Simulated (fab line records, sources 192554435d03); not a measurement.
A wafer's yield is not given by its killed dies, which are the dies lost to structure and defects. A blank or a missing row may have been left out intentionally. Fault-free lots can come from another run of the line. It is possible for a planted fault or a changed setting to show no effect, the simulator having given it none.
Matching of chambers	flow n5 finfet	4 sister chambers for N5_BEOL_M3_ETCH_64 on rie diel-01
The step etches SOC in N2/H2, target depth 75 nm, overetch 15 nm, time 112.5 s. 4 wafers are shown with their chamber, then 7 later ones without.

## WAFERS PAIRED WITH THEIR CHAMBERS
wafer	chamber	drypump motor current A (A)
L074.1	0	5.3
L088.1	1	5.5
L091.1	2	5.9
L091.2	3	5.2

## WAFERS WITH NO CHAMBER GIVEN
wafer	drypump motor current A (A)
L091.6	5.9
L092.1	5.9
L092.4	5.2
L092.6	5.5
L094.2	5.8
L094.3	5.5
L094.5	5.5

## CHAMBER TAKEN BY EACH
wafer	from the rows above	in truth
L091.6	2	2
L092.1	2	2
L092.4	3	3
L092.6	1	1
L094.2	2	2
L094.3	1	1
L094.5	1	1
7 of 7 placed correctly. Not placeable from these rows: 0. Number placed wrongly: 0.
How it was worked out, from the rows above alone: a wafer's distance from a chamber is the root of the sum, over the readings, of the square of ((its reading less the chamber's mean) divided by the reading's scatter). The wafer belongs to the nearest chamber; if the next one is less than 2 further off, it can't be placed. A chamber's mean is the mean of its shown wafers. The scatter: root of mean squared gap, hidden wafer to nearest shown wafer, with one shown wafer a chamber.
